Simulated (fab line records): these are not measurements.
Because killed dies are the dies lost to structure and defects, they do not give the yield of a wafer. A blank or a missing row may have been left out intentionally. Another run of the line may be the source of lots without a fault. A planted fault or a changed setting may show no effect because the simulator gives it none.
Matching of chambers -- flow nand harc -- NHARC_A_WL_FILL_ALD_19 on ald metal-02: 4 sister chambers
The step deposits TiN, target thk 2 nm, pulse time 3 s, ald cycles 100. 4 wafers are shown with their chamber, then 7 later ones without.

== EACH WAFER AND ITS CHAMBER ==
wafer,chamber,heater power w (W)
L079.5,2,1238
L087.5,3,1135
L090.1,1,1306
L090.4,0,929

== WAFERS MISSING THEIR CHAMBER ==
wafer,heater power w (W)
L090.5,1289
L092.1,916
L092.3,1139
L092.4,1298
L095.3,1130
L095.4,916
L095.6,1132

== THE CHAMBER EACH PASSED THROUGH ==
wafer,from the rows above,in truth
L090.5,1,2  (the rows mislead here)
L092.1,0,0
L092.3,3,3
L092.4,1,1
L095.3,3,3
L095.4,0,0
L095.6,3,3
6 of 7 placed correctly. Not placeable from these rows: 0. 1 placed wrongly.
How it was worked out, from the rows above alone: a wafer's distance from a chamber is the root of the sum, over the readings, of the square of ((its reading less the chamber's mean) divided by the reading's scatter). The wafer belongs to the nearest chamber; if the next one is less than 2 further off, it can't be placed. Each chamber's mean is taken over the wafers shown for it. The scatter (one wafer shown for each chamber): square how far every hidden wafer sits from the nearest shown wafer, average those squares and take the square root.
